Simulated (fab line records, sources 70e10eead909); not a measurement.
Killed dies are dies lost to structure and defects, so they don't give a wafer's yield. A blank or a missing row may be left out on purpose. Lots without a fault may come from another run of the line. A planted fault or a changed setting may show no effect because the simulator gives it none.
fab line records | flow nand_harc
record lots=24 wafers=72 last_day=34
route steps=1302 shown A_ONON_D2@561 A_CHANNEL_HOLE_D2@592 A_CHANNEL_FILL_D2@613 A_STAIRCASE@673
lots that met no fault: from a run of the same line without faults
start_h: hours from the record's first day to the start of the lot's first wafer shown | wait_h: hours since the lot's step before | " the same as in the row above | L1.1+2: a row that stands for several wafers | - no value, or no start given | * or withheld: withheld | < > ~ a bound
route shown NAME@n: a module of which the file shows steps, and the number in the route of the first | usual: mean/standard deviation of fault-free wafers | same: alike in all rows | chamber/n: place in a boat | sites: the reading at each site | _std_site: their standard deviation | _edge_site: outer sites' mean less inner sites' | radius_mm: how far each site lies from the wafer's centre | mask NAME#n: copy n | behind: the tool/chamber that last shaped the wafer | hold: why the lot was held/for how many hours/how that ended | device: the transistor (n, p or np) that didn't switch | end of line: the same wafers' tests at the end of the route | a step without rows: its recipe alone | killed: dies lost to structure and defects at the first sort, not the wafer's yield | map: a wafer's dies, x killed, . not, _ none there
set.NAME: the setting as run; set.NAME@STEP: as run at that earlier step | model.NAME: the simulator's own value behind a step, which no gauge read
steps of the route over a sample of lots; a table a step, a row a wafer
services: from which hour (start_h, from the record's first day; less than 0 if before it) a tool's chamber was out of use, for how many hours, and why
## steps
# step NHARC_A_ONON_D2_THK_MEAS_24
# recipe thk_meas_gauge=ellipsometry
# usual thk_nm=1001/12
# columns lot.wafer tool chamber start_h wait_h thk_nm
L074.1 film_metro-01 - 294.22 - 1012
L074.4 " - " " 1017
L074.6 " - " " 1016
L075.3 film_metro-02 - 294.25 - 996
L075.5 " - " " 997
L075.6 " - " " 996
L076.3 film_metro-01 - 313.26 - 1025
L076.5 " - " " 1026
L076.6 " - " " 1025
L078.4 film_metro-02 - 328.41 - 1005
L078.5 " - " " 1004
L078.6 " - " " 1006
L077.2 film_metro-01 - 328.44 - 1010
L077.3 " - " " 1007
L077.5 " - " " 1008
L080.1 film_metro-01 - 349.01 - 996
L080.3 " - " " 994
L080.5 " - " " 996
L079.1 film_metro-02 - 349.02 - 1006
L079.2 " - " " 1005
L079.4 " - " " 1007
L081.1 film_metro-02 - 357.28 - 993
L081.2 " - " " 994
L081.3 " - " " 994
L082.1 film_metro-01 - 372.15 - 991
L082.3 " - " " 991
L082.5 " - " " 990
L083.2 film_metro-01 - 386.79 - 1003
L083.5 " - " " 1002
L083.6 " - " " 1004
L086.2 film_metro-01 - 386.80 - 1003
L086.5 " - " " 1003
L086.6 " - " " 1003
L085.3 film_metro-02 - 391.12 - 991
L085.4 " - " " 992
L085.5 " - " " 991
L084.3 film_metro-01 - 391.13 - 1010
L084.4 " - " " 1011
L084.5 " - " " 1011
L087.1 film_metro-01 - 411.62 - 987
L087.2 " - " " 987
L087.4 " - " " 988
L088.3 film_metro-01 - 430.40 - 1001
L088.4 " - " " 1001
L088.6 " - " " 1000
L089.2 film_metro-02 - 430.41 - 988
L089.3 " - " " 988
L089.6 " - " " 988
L090.1 film_metro-02 - 444.44 - 1020
L090.2 " - " " 1020
L090.3 " - " " 1019
L091.1 film_metro-02 - 459.70 - 1007
L091.2 " - " " 1008
L091.3 " - " " 1006
L092.1 film_metro-01 - 459.70 - 985
L092.2 " - " " 985
L092.5 " - " " 985
L093.1 film_metro-01 - 473.70 - 982
L093.2 " - " " 981
L093.5 " - " " 982
L094.1 film_metro-02 - 496.22 - 1018
L094.3 " - " " 1019
L094.5 " - " " 1019
L095.1 film_metro-01 - 496.23 - 1004
L095.2 " - " " 1004
L095.3 " - " " 1004
L096.1 film_metro-02 - 503.08 - 999
L096.3 " - " " 995
L096.4 " - " " 995
L097.2 film_metro-01 - 518.07 - 983
L097.5 " - " " 984
L097.6 " - " " 984
# step NHARC_A_CHANNEL_HOLE_D2_ETCH_20
# recipe bias_v=3000 source_w=withheld pressure_mtorr=20 time_s=361.9 ar_flow_sccm=375 c4f8_flow_sccm=89.3 o2_flow_sccm=35.7 temp_c=-20 target_depth_a=16000 chemistry=C4F8/O2/Ar
# usual c4f8_flow_sccm=89.37/0.25 chamber_pressure_mTorr=19.998/0.019 drypump_motor_current_A=6.1/0.5 o2_flow_sccm=35.71/0.11 showerhead_plenum_p_Torr=3.67/0.17 throttle_valve_pct=32.155/0.0089
# same time_s=361.9
# columns lot.wafer tool chamber start_h wait_h c4f8_flow_sccm chamber_pressure_mTorr drypump_motor_current_A o2_flow_sccm rf_hours_counter_h showerhead_plenum_p_Torr throttle_valve_pct
L074.1 har_etch-01 1 300.07 0.1 89.88 20.011 6.6 35.82 153 3.70 32.158
L074.4 " 0 " " 89.00 20.027 6.4 35.94 - 3.55 32.162
L074.6 " 1 " " 89.67 19.990 6.6 35.71 - 3.70 32.153
L075.3 har_etch-02 1 300.46 0.2 89.45 19.984 6.1 35.73 - 3.51 32.167
L075.6 " 1 " " 89.59 19.990 6.1 35.72 - 3.51 32.151
L075.5 " 0 " " 89.83 19.991 5.3 35.70 - 3.53 32.146
L076.3 har_etch-02 0 319.49 0.2 88.70 20.008 5.3 35.75 - 3.53 32.176
L076.6 " 0 " " 89.40 19.997 5.3 35.66 - 3.52 32.150
L076.5 " 1 " " 89.44 20.023 6.1 35.81 - 3.51 32.144
L078.4 har_etch-02 0 334.35 0.2 89.16 19.975 5.3 35.49 - 3.52 32.136
L078.6 " 0 " " 89.55 19.990 5.3 35.66 - 3.52 32.152
L078.5 " 1 " " 88.86 19.995 6.1 35.58 - 3.50 32.150
L077.2 har_etch-01 0 337.02 0.1 89.01 19.976 6.4 35.71 175 3.54 32.164
L077.3 " 1 " " 89.41 20.038 6.6 35.58 - 3.69 32.146
L077.5 " 1 " " 89.30 19.960 6.6 35.88 - 3.69 32.152
L080.1 har_etch-02 1 354.97 0.1 89.47 19.998 6.1 35.58 382 3.49 32.169
L080.3 " 0 " " 89.19 20.004 5.3 35.77 - 3.51 32.137
L080.5 " 1 " " 89.22 19.997 6.1 35.67 - 3.49 32.156
L079.1 har_etch-01 0 358.10 0.1 89.63 20.004 6.4 35.53 187 3.53 32.147
L079.2 " 1 " " 89.60 20.000 6.6 35.70 187 3.68 32.169
L079.4 " 1 " " 89.12 19.997 6.6 35.60 - 3.68 32.155
L081.1 har_etch-02 1 363.80 0.1 89.27 19.993 6.1 35.68 390 3.49 32.169
L081.2 " 0 " " 89.75 20.029 5.3 35.68 406 3.51 32.148
L081.3 " 0 " " 89.30 20.020 5.3 35.65 - 3.51 32.143
L082.1 har_etch-01 1 378.01 0.1 89.69 20.010 6.6 35.64 198 3.67 32.172
L082.3 " 0 " " 89.38 19.982 6.5 36.00 - 3.53 32.164
L082.5 " 1 " " 89.23 19.981 6.5 35.72 - 3.67 32.157
L083.2 har_etch-02 1 398.33 0.1 90.11 19.999 6.1 35.61 4 3.93 32.151
L083.6 " 0 " " 89.30 20.018 5.3 35.76 - 3.93 32.150
L083.5 " 1 " " 89.73 20.021 6.1 35.70 - 3.93 32.163
L086.2 har_etch-01 1 398.84 0.1 89.44 19.981 6.6 35.93 213 3.67 32.145
L086.5 " 1 " " 89.33 20.016 6.6 35.75 - 3.67 32.161
L086.6 " 0 " " 89.31 20.002 6.4 35.71 - 3.52 32.154
L084.4 har_etch-02 1 402.55 0.2 89.37 20.013 6.1 35.70 - 3.93 32.153
L084.3 " 0 " " 89.16 20.014 5.3 35.50 - 3.93 32.168
L084.5 " 0 " " 89.45 20.013 5.3 35.66 - 3.93 32.162
L085.4 har_etch-02 1 406.74 0.2 89.04 20.031 6.1 35.66 - 3.93 32.143
L085.3 " 0 " " 89.48 20.004 5.3 35.60 - 3.93 32.137
L085.5 " 0 " " 89.72 20.003 5.3 35.73 - 3.93 32.149
L087.2 har_etch-01 0 418.78 0.1 89.46 20.007 6.4 35.62 229 3.51 32.162
L087.1 " 1 " " 89.59 20.001 6.6 35.53 229 3.66 32.169
L087.4 " 1 " " 89.56 20.021 6.6 35.75 - 3.66 32.152
L088.4 har_etch-01 1 437.12 0.2 89.39 20.034 6.6 35.65 - 3.65 32.155
L088.3 " 0 " " 89.45 20.014 6.5 35.64 - 3.51 32.150
L088.6 " 0 " " 89.40 19.927 6.4 35.73 - 3.51 32.147
L089.2 har_etch-02 0 440.90 0.1 89.25 20.003 5.3 35.72 31 3.92 32.172
L089.3 " 1 " " 89.32 19.999 6.1 35.48 - 3.92 32.148
L089.6 " 0 " " 89.47 20.002 5.3 35.76 - 3.92 32.150
L090.1 har_etch-01 0 451.92 0.1 89.26 19.997 6.5 35.82 244 3.50 32.145
L090.2 " 1 " " 89.71 19.999 6.6 35.57 244 3.65 32.144
L090.3 " 0 " " 89.29 19.980 6.4 35.83 - 3.50 32.149
L091.1 har_etch-01 0 465.46 0.1 89.41 20.034 6.5 35.90 252 3.50 32.151
L091.2 " 1 " " 89.02 20.014 6.6 35.86 252 3.65 32.153
L091.3 " 0 " " 89.61 19.968 6.5 35.88 - 3.50 32.168
L092.1 har_etch-02 1 465.81 0.1 89.19 19.992 6.1 35.77 46 3.91 32.152
L092.2 " 0 " " 89.39 19.977 5.3 35.71 46 3.91 32.144
L092.5 " 0 " " 88.73 19.985 5.3 35.73 - 3.91 32.167
L093.2 har_etch-01 1 483.22 0.1 89.63 19.977 6.6 35.61 264 3.64 32.148
L093.1 " 0 " " 89.50 19.985 6.4 35.83 264 3.49 32.156
L093.5 " 0 " " 89.21 20.020 6.5 35.81 - 3.49 32.155
L095.1 har_etch-01 1 504.28 0.1 89.42 19.992 6.6 35.72 271 3.63 32.160
L095.2 " 0 " " 89.34 20.003 6.5 35.82 271 3.49 32.159
L095.3 " 1 " " 88.88 19.963 6.5 35.74 - 3.63 32.144
L094.1 har_etch-02 1 504.43 0.1 89.27 20.001 6.1 35.76 64 3.90 32.167
L094.3 " 1 " " 89.30 20.012 6.1 35.83 - 3.90 32.149
L094.5 " 1 " " 89.51 20.013 6.1 35.73 - 3.90 32.169
L096.1 har_etch-01 0 512.70 0.1 89.09 19.972 6.4 35.70 279 3.49 32.152
L096.3 " 1 " " 88.81 19.991 6.5 35.52 - 3.63 32.165
L096.4 " 0 " " 89.13 19.978 6.4 35.71 - 3.49 32.146
L097.2 har_etch-02 1 525.50 0.1 89.09 19.961 6.1 35.80 76 3.89 32.150
L097.6 " 1 " " 88.98 20.009 6.1 35.73 - 3.89 32.160
L097.5 " 0 " " 89.19 20.038 5.3 35.58 - 3.89 32.159
# step NHARC_A_CHANNEL_HOLE_D2_STRIP_28
# recipe o2_flow_sccm=500 ar_flow_sccm=0 bias_w=0 chemistry=O2
# usual chamber_pressure_mTorr=60.00/0.055 drypump_motor_current_A=5.6/0.43 o2_flow_sccm=499.8/1.5 oes_product_au=1.000/0.016 rf_vpp_V=57.7/0.91 showerhead_plenum_p_Torr=3.50/0.11 throttle_valve_pct=17.037/0.0087
# columns lot.wafer tool chamber start_h wait_h chamber_pressure_mTorr drypump_motor_current_A o2_flow_sccm oes_product_au rf_hours_counter_h rf_vpp_V showerhead_plenum_p_Torr throttle_valve_pct
L074.1 rie_diel-09 1 - - 60.04 5.5 499.3 0.970 8 57.2 3.48 17.030
L074.6 " 0 " " 60.06 5.4 496.8 0.991 - 57.5 3.44 17.039
L074.4 " 1 " " 59.98 5.5 499.7 0.986 - 57.7 3.48 17.041
L075.3 rie_diel-08 3 - - 59.91 5.3 501.5 0.994 5 57.4 3.32 17.036
L075.5 " 2 " " 59.95 6.0 500.0 0.989 - 56.9 3.36 17.030
L075.6 " 3 " " 60.09 5.3 500.5 0.989 - 56.5 3.32 17.041
L076.3 rie_diel-05 1 - - 60.00 5.4 499.6 0.992 6 57.4 3.64 17.027
L076.6 " 3 " " 59.95 5.6 501.1 0.996 - 57.9 3.56 17.047
L076.5 " 0 " " 59.94 5.9 498.3 0.997 - 59.0 3.57 17.048
L078.4 rie_diel-08 1 - - 59.96 5.9 500.7 0.999 5 59.8 3.65 17.026
L078.5 " 1 " " 60.11 5.9 499.6 0.988 - 58.1 3.65 17.039
L078.6 " 2 " " 60.02 6.0 499.7 0.996 - 56.2 3.36 17.040
L077.3 rie_diel-09 2 - - 59.95 6.6 496.9 1.025 1 58.1 3.47 17.038
L077.2 " 3 " " 59.99 4.9 501.4 0.999 1 57.6 3.70 17.038
L077.5 " 3 " " 59.98 4.9 503.6 1.010 - 58.2 3.70 17.050
L080.1 rie_diel-09 0 - - 59.90 5.5 499.8 0.972 1 57.1 3.44 17.030
L080.3 " 2 " " 60.04 6.6 499.0 1.010 2 57.3 3.47 17.038
L080.5 " 0 " " 60.07 5.4 497.9 0.970 - 57.5 3.44 17.053
L079.1 rie_diel-05 0 - - 59.91 5.9 499.2 0.994 8 56.6 3.57 17.040
L079.4 " 2 " " 59.99 5.7 502.0 1.013 8 57.6 3.54 17.037
L079.2 " 3 " " 60.03 5.6 498.0 1.002 8 58.8 3.56 17.025
L081.1 rie_diel-09 0 - - 60.00 5.5 498.3 0.983 2 58.7 3.44 17.045
L081.2 " 2 " " 59.99 6.5 503.2 1.008 2 58.4 3.47 17.048
L081.3 " 3 " " 60.00 4.9 498.4 0.996 2 57.4 3.70 17.027
L082.3 rie_diel-08 0 - - 60.01 5.5 500.3 1.037 0 57.3 3.47 17.045
L082.1 " 3 " " 59.98 5.3 499.4 1.004 0 58.2 3.32 17.034
L082.5 " 1 " " 60.01 5.9 499.6 0.993 - 57.8 3.65 17.034
L083.2 rie_diel-05 1 - - 59.87 5.3 498.4 0.994 12 57.5 3.63 17.042
L083.5 " 0 " " 60.03 5.9 502.0 0.994 - 60.0 3.57 17.056
L083.6 " 1 " " 60.03 5.3 500.7 0.990 - 57.3 3.63 17.050
L086.2 rie_diel-09 2 - - 59.95 6.6 501.3 0.990 4 58.9 3.46 17.035
L086.5 " 1 " " 60.00 5.6 500.3 0.995 - 58.2 3.48 17.020
L086.6 " 2 " " 59.98 6.6 499.4 0.996 - 58.2 3.46 17.054
L084.4 rie_diel-08 1 - - 59.98 5.9 499.5 1.013 1 60.6 3.65 17.043
L084.3 " 3 " " 60.02 5.3 500.3 1.002 1 56.3 3.31 17.039
L084.5 " 0 " " 59.87 5.5 502.7 1.026 - 57.1 3.47 17.024
L085.4 rie_diel-09 1 - - 60.00 5.6 500.1 1.012 4 57.1 3.48 17.039
L085.3 " 3 " " 60.00 4.9 500.4 0.998 3 58.3 3.69 17.026
L085.5 " 0 " " 60.08 5.5 502.1 0.974 - 56.9 3.44 17.035
L087.1 rie_diel-08 2 - - 60.03 6.0 497.3 1.022 1 57.0 3.36 17.049
L087.4 " 0 " " 60.01 5.5 500.1 1.025 1 58.1 3.47 17.040
L087.2 " 1 " " 60.01 5.9 498.1 0.982 1 59.5 3.65 17.046
L088.4 rie_diel-08 2 - - 59.95 6.0 499.1 1.012 2 58.1 3.36 17.030
L088.3 " 3 " " 59.97 5.3 502.2 0.985 2 56.9 3.31 17.046
L088.6 " 1 " " 59.94 5.9 499.6 0.995 - 57.8 3.65 17.054
L089.2 rie_diel-08 3 - - 60.02 5.3 498.0 0.986 2 58.0 3.31 17.036
L089.3 " 0 " " 60.03 5.5 499.8 1.039 2 57.5 3.47 17.033
L089.6 " 2 " " 60.01 6.0 499.7 1.005 - 58.0 3.36 17.032
L090.2 rie_diel-09 0 - - 60.04 5.4 498.7 0.975 6 57.2 3.43 17.039
L090.3 " 2 " " 59.96 6.6 504.1 0.985 6 58.1 3.46 17.038
L090.1 " 3 " " 60.01 4.9 498.1 0.986 6 57.1 3.69 17.030
L091.2 rie_diel-09 3 - - 59.94 4.9 499.0 0.998 7 59.6 3.69 17.038
L091.3 " 0 " " 60.14 5.5 499.2 0.980 8 57.4 3.43 17.047
L091.1 " 1 " " 60.01 5.6 498.6 0.993 7 57.3 3.47 17.036
L092.1 rie_diel-08 3 - - 60.08 5.3 499.0 1.008 5 57.3 3.31 17.037
L092.2 " 1 " " 59.94 5.9 500.9 0.995 4 57.4 3.64 17.056
L092.5 " 3 " " 60.08 5.3 500.4 1.004 - 56.4 3.31 17.046
L093.2 rie_diel-08 3 - - 59.94 5.3 501.4 0.995 5 58.0 3.31 17.028
L093.1 " 2 " " 60.05 6.0 499.9 1.013 5 56.8 3.35 17.040
L093.5 " 0 " " 60.03 5.5 499.4 1.034 - 56.6 3.47 17.041
L095.2 rie_diel-09 2 - - 59.99 6.6 500.2 1.023 0 56.5 3.46 17.048
L095.3 " 0 " " 59.97 5.4 498.8 0.994 0 56.8 3.43 17.042
L095.1 " 1 " " 59.99 5.5 499.9 0.991 0 58.6 3.47 17.042
L094.3 rie_diel-05 2 - - 60.00 5.7 497.3 0.997 6 60.1 3.53 17.032
L094.1 " 3 " " 60.06 5.6 499.2 1.001 8 58.1 3.55 17.034
L094.5 " 0 " " 59.95 5.9 499.9 1.023 - 57.2 3.56 17.033
L096.3 rie_diel-05 1 - - 60.00 5.3 500.9 0.974 8 58.1 3.63 17.044
L096.1 " 2 " " 60.13 5.7 500.7 1.003 8 58.1 3.53 17.040
L096.4 " 0 " " 59.98 5.9 501.4 1.016 8 56.9 3.56 17.030
L097.2 rie_diel-09 2 - - 59.98 6.6 501.4 1.025 2 57.6 3.46 17.028
L097.5 " 0 " " 60.06 5.5 498.8 1.001 - 57.3 3.43 17.027
L097.6 " 1 " " 59.95 5.6 499.2 0.998 - 57.9 3.47 17.024
# step NHARC_A_CHANNEL_HOLE_D2_XSEM_32
# recipe landing_energy_ev=35000
# usual bot_cd_nm=74.7/2.1 bow_nm=8.6/0.31 tilt_deg=0.07/0.044
# columns lot.wafer tool chamber start_h wait_h bot_cd_nm bow_nm tilt_deg
L074.1 xsem-02 0 305.72 0.1 75.1 8.7 0.10
L074.4 " 0 " " 74.0 8.7 0.09
L074.6 " 0 " " 76.7 8.7 0.10
L075.3 xsem-01 0 305.89 0.1 76.5 8.5 0.03
L075.5 " 0 " " 76.3 8.5 0.03
L075.6 " 0 " " 74.0 8.5 0.03
L076.3 xsem-01 0 324.89 0.1 73.8 8.5 0.09
L076.5 " 0 " " 67.9 8.5 0.09
L076.6 " 0 " " 72.8 8.5 0.09
L078.4 xsem-02 0 339.72 0.1 75.8 8.5 0.00
L078.5 " 0 " " 74.5 8.5 0.00
L078.6 " 0 " " 75.9 8.5 0.00
L077.2 xsem-01 0 342.45 0.1 77.0 8.4 0.01
L077.3 " 0 " " 71.9 8.3 0.01
L077.5 " 0 " " 72.4 8.3 0.01
L080.1 xsem-02 0 360.47 0.1 72.9 8.1 0.05
L080.3 " 0 " " 74.9 8.1 0.05
L080.5 " 0 " " 73.0 8.2 0.05
L079.1 xsem-01 0 363.62 0.1 73.4 9.0 0.06
L079.2 " 0 " " 73.2 8.9 0.06
L079.4 " 0 " " 70.2 8.9 0.06
L081.1 xsem-01 0 369.30 0.1 75.4 8.6 0.05
L081.2 " 0 " " 73.1 8.7 0.05
L081.3 " 0 " " 74.9 8.6 0.05
L082.1 xsem-02 0 383.53 0.1 76.4 9.4 0.01
L082.3 " 0 " " 74.7 9.4 0.01
L082.5 " 0 " " 76.2 9.3 0.01
L083.2 xsem-01 0 403.78 0.1 72.9 7.8 0.06
L083.5 " 0 " " 72.6 7.8 0.06
L083.6 " 0 " " 68.5 7.8 0.06
L086.2 xsem-02 0 404.35 0.1 74.0 8.8 0.03
L086.5 " 0 " " 76.5 8.9 0.03
L086.6 " 0 " " 74.7 8.8 0.03
L084.3 xsem-01 0 408.02 0.1 74.8 9.0 0.09
L084.4 " 0 " " 76.5 9.0 0.09
L084.5 " 0 " " 75.5 9.1 0.09
L085.3 xsem-01 0 412.14 0.1 74.0 8.4 0.11
L085.4 " 0 " " 73.9 8.4 0.11
L085.5 " 0 " " 76.7 8.5 0.11
L087.1 xsem-02 0 424.30 0.1 73.1 8.7 0.05
L087.2 " 0 " " 76.5 8.7 0.05
L087.4 " 0 " " 76.2 8.7 0.05
L088.3 xsem-02 0 442.52 0.1 74.3 8.5 0.17
L088.4 " 0 " " 75.4 8.4 0.17
L088.6 " 0 " " 75.7 8.5 0.17
L089.2 xsem-01 0 446.38 0.1 75.1 8.8 0.07
L089.3 " 0 " " 75.3 8.7 0.07
L089.6 " 0 " " 78.4 8.8 0.07
L090.1 xsem-02 0 457.45 0.1 75.7 8.9 0.12
L090.2 " 0 " " 73.0 8.9 0.12
L090.3 " 0 " " 78.3 8.9 0.12
L091.1 xsem-01 0 470.97 0.1 72.6 8.6 0.11
L091.2 " 0 " " 75.1 8.6 0.11
L091.3 " 0 " " 76.3 8.5 0.11
L092.1 xsem-02 0 471.31 0.1 76.0 8.7 0.12
L092.2 " 0 " " 72.2 8.6 0.12
L092.5 " 0 " " 72.3 8.7 0.12
L093.1 xsem-02 0 488.71 0.1 76.0 8.6 0.10
L093.2 " 0 " " 76.9 8.7 0.10
L093.5 " 0 " " 75.0 8.7 0.10
L094.1 xsem-02 0 509.89 0.1 71.9 8.1 0.00
L094.3 " 0 " " 78.1 8.1 0.00
L094.5 " 0 " " 75.3 8.1 0.00
L095.1 xsem-01 0 509.92 0.1 74.2 8.4 0.12
L095.2 " 0 " " 74.9 8.4 0.12
L095.3 " 0 " " 72.0 8.4 0.12
L096.1 xsem-02 0 518.14 0.1 74.9 8.5 0.04
L096.3 " 0 " " 71.0 8.5 0.04
L096.4 " 0 " " 75.0 8.5 0.04
L097.2 xsem-01 0 531.61 0.1 76.9 8.8 0.08
L097.5 " 0 " " 78.7 8.6 0.08
L097.6 " 0 " " 74.9 8.7 0.09
# step NHARC_A_CHANNEL_FILL_D2_ALD_03
# recipe target_thk_a=60 pulse_time_s=60 ald_cycles=58 temp_c=630 pressure_torr=2 material=SiNx
# usual precursor_pulse_height_rel=1.000/0.018
# columns lot.wafer tool chamber start_h wait_h precursor_pulse_height_rel
L074.1 ald_sin_batch-02 0 - - 0.996
L074.4 " 0 " " 0.992
L074.6 " 0 " " 0.985
L075.3 ald_sin_batch-02 0 - - 0.987
L075.5 " 0 " " 1.048
L075.6 " 0 " " 0.985
L076.3 ald_sin_batch-01 0 - - 1.004
L076.5 " 0 " " 0.981
L076.6 " 0 " " 0.998
L077.2 ald_sin_batch-02 0 - - 1.007
L077.3 " 0 " " 1.011
L077.5 " 0 " " 1.025
L078.4 ald_sin_batch-02 0 - - 1.001
L078.5 " 0 " " 0.981
L078.6 " 0 " " 0.980
L080.1 ald_sin_batch-03 0 - - 1.032
L080.3 " 0 " " 1.003
L080.5 " 0 " " 1.019
L079.1 ald_sin_batch-01 0 - - 1.025
L079.2 " 0 " " 0.998
L079.4 " 0 " " 0.998
L081.1 ald_sin_batch-01 0 - - 1.013
L081.2 " 0 " " 0.997
L081.3 " 0 " " 1.002
L082.1 ald_sin_batch-02 0 - - 1.023
L082.3 " 0 " " 0.951
L082.5 " 0 " " 1.022
L083.2 ald_sin_batch-02 0 - - 0.979
L083.5 " 0 " " 0.991
L083.6 " 0 " " 0.977
L086.2 ald_sin_batch-02 0 - - 0.991
L086.5 " 0 " " 1.003
L086.6 " 0 " " 0.978
L084.3 ald_sin_batch-02 0 - - 1.001
L084.4 " 0 " " 1.018
L084.5 " 0 " " 1.002
L085.3 ald_sin_batch-02 0 - - 1.019
L085.4 " 0 " " 0.971
L085.5 " 0 " " 1.022
L087.1 ald_sin_batch-01 0 - - 1.011
L087.2 " 0 " " 1.038
L087.4 " 0 " " 0.957
L088.3 ald_sin_batch-03 0 - - 0.989
L088.4 " 0 " " 1.015
L088.6 " 0 " " 1.004
L089.2 ald_sin_batch-01 0 - - 1.003
L089.3 " 0 " " 0.991
L089.6 " 0 " " 0.978
L090.1 ald_sin_batch-02 0 - - 1.006
L090.2 " 0 " " 1.000
L090.3 " 0 " " 1.005
L091.1 ald_sin_batch-02 0 - - 1.001
L091.2 " 0 " " 0.974
L091.3 " 0 " " 1.003
L092.1 ald_sin_batch-02 0 - - 1.012
L092.2 " 0 " " 0.993
L092.5 " 0 " " 1.002
L093.1 ald_sin_batch-01 0 - - 0.987
L093.2 " 0 " " 1.028
L093.5 " 0 " " 0.996
L094.1 ald_sin_batch-02 0 - - 0.968
L094.3 " 0 " " 1.021
L094.5 " 0 " " 0.984
L095.1 ald_sin_batch-02 0 - - 0.985
L095.2 " 0 " " 1.009
L095.3 " 0 " " 0.982
L096.1 ald_sin_batch-02 0 - - 0.987
L096.3 " 0 " " 1.037
L096.4 " 0 " " 0.996
L097.2 ald_sin_batch-01 0 - - 0.985
L097.5 " 0 " " 0.976
L097.6 " 0 " " 0.996
# step NHARC_A_STAIRCASE_ETCH_17
# recipe target_depth_a=1000 time_s=40.5 ion_energy_ev=400 c4f8_flow_sccm=20 o2_flow_sccm=10 ar_flow_sccm=withheld rf_w=600 bias_w=1000 chemistry=C4F8/O2
# usual chamber_pressure_mTorr=24.999/0.021 oes_product_au=0.942/0.013 rf_vpp_V=897/6.7
# same time_s=40.5
# columns lot.wafer tool chamber start_h wait_h chamber_pressure_mTorr oes_product_au rf_hours_counter_h rf_vpp_V
L075.3 rie_diel-04 3 - - 25.047 0.962 53 889
L075.6 " 3 " " 24.958 0.948 - 889
L075.5 " 0 " " 25.009 0.931 - 886
L074.4 rie_diel-11 2 - - 24.999 0.927 32 892
L074.1 " 1 " " 24.961 0.951 30 891
L074.6 " 2 " " 24.962 0.936 - 892
L076.3 rie_diel-04 2 - - 25.005 0.949 2 896
L076.6 " 2 " " 24.976 0.941 - 895
L076.5 " 3 " " 25.015 0.941 - 889
L078.4 rie_diel-11 3 - - 25.007 0.918 41 898
L078.6 " 1 " " 25.003 0.947 - 893
L078.5 " 2 " " 25.003 0.933 - 892
L077.3 rie_diel-04 2 - - 24.975 0.936 8 894
L077.2 " 3 " " 24.971 0.953 9 887
L077.5 " 3 " " 24.962 0.947 - 888
L079.4 rie_diel-11 3 - - 25.000 0.918 48 899
L079.1 " 0 " " 25.036 0.928 44 888
L079.2 " 1 " " 24.986 0.950 49 893
L080.1 rie_diel-03 1 - - 24.994 0.943 41 892
L080.3 " 0 " " 24.977 0.935 44 906
L080.5 " 2 " " 24.954 0.946 - 887
L081.1 rie_diel-04 1 - - 25.000 0.929 18 904
L081.3 " 3 " " 25.000 0.935 21 889
L081.2 " 0 " " 24.980 0.939 9 905
L082.1 rie_diel-03 0 - - 25.017 0.952 50 904
L082.3 " 2 " " 25.037 0.943 44 887
L082.5 " 1 " " 24.994 0.936 - 893
L086.2 rie_diel-03 1 - - 24.969 0.924 58 892
L086.5 " 3 " " 25.011 0.933 - 899
L086.6 " 0 " " 25.008 0.923 - 904
L083.2 rie_diel-11 3 - - 25.001 0.938 4 897
L083.5 " 2 " " 25.047 0.939 - 891
L083.6 " 3 " " 24.955 0.947 - 898
L084.3 rie_diel-11 3 - - 24.953 0.946 4 898
L084.4 " 0 " " 25.016 0.923 4 886
L084.5 " 2 " " 24.982 0.944 - 890
L085.3 rie_diel-04 2 - - 25.016 0.931 36 895
L085.4 " 3 " " 24.997 0.963 42 888
L085.5 " 1 " " 24.978 0.922 - 904
L087.4 rie_diel-04 2 - - 25.031 0.942 39 897
L087.2 " 3 " " 25.035 0.956 45 887
L087.1 " 0 " " 25.017 0.935 34 906
L088.4 rie_diel-04 2 - - 24.984 0.954 43 895
L088.3 " 3 " " 24.989 0.969 49 888
L088.6 " 2 " " 25.007 0.951 - 893
L089.2 rie_diel-03 0 - - 24.978 0.946 9 904
L089.3 " 2 " " 24.976 0.972 13 906
L089.6 " 3 " " 24.986 0.950 - 899
L090.3 rie_diel-04 2 - - 24.959 0.956 47 896
L090.1 " 3 " " 24.990 0.965 54 886
L090.2 " 0 " " 25.017 0.937 42 906
L091.1 rie_diel-11 0 - - 24.990 0.950 24 887
L091.3 " 1 " " 25.007 0.972 26 891
L091.2 " 3 " " 25.014 0.937 23 899
L092.1 rie_diel-04 2 - - 25.013 0.964 52 893
L092.2 " 3 " " 24.990 0.982 58 887
L092.5 " 0 " " 25.000 0.934 - 906
L093.1 rie_diel-03 0 - - 24.989 0.940 20 904
L093.2 " 1 " " 25.031 0.945 26 891
L093.5 " 0 " " 24.974 0.942 - 904
L095.3 rie_diel-04 2 - - 25.012 0.957 4 895
L095.2 " 0 " " 25.008 0.942 4 904
L095.1 " 1 " " 24.985 0.921 4 902
L094.3 rie_diel-03 0 - - 25.028 0.948 26 903
L094.1 " 1 " " 25.007 0.942 32 892
L094.5 " 3 " " 24.997 0.943 - 898
L096.1 rie_diel-04 1 - - 24.990 0.932 5 903
L096.4 " 2 " " 25.002 0.948 6 895
L096.3 " 0 " " 25.036 0.943 6 905
L097.2 rie_diel-04 0 - - 24.997 0.948 11 905
L097.6 " 0 " " 24.968 0.954 - 904
L097.5 " 1 " " 25.024 0.925 - 904
## services
# columns tool chamber start_h hours kind
rie_diel-03 - 281.59 9.0 pm
rie_diel-04 3 285.71 6.7 repair
rie_diel-09 2 296.37 13.2 repair
rie_diel-09 - 320.10 9.0 pm
rie_diel-11 2 321.18 1.8 repair
rie_diel-11 0 331.39 6.8 repair
rie_diel-03 - 332.17 0.9 repair
rie_diel-04 2 351.08 3.3 repair
rie_diel-04 - 358.76 9.0 pm
rie_diel-08 1 363.79 6.3 repair
rie_diel-08 - 367.80 9.0 pm
rie_diel-03 - 368.51 0.6 repair
xsem-01 - 374.00 14.0 pm
har_etch-02 - 377.00 17.0 pm
rie_diel-09 3 388.06 11.3 repair
rie_diel-04 0 393.17 26.6 repair
rie_diel-11 - 434.79 9.0 pm
rie_diel-03 - 458.59 9.0 pm
rie_diel-09 - 497.10 9.0 pm
ald_sin_batch-01 - 506.00 26.0 pm
rie_diel-03 2 517.55 7.5 repair
rie_diel-04 - 535.82 9.0 pm
rie_diel-08 - 544.80 9.0 pm
rie_diel-03 3 546.16 10.6 repair
## key
fault none
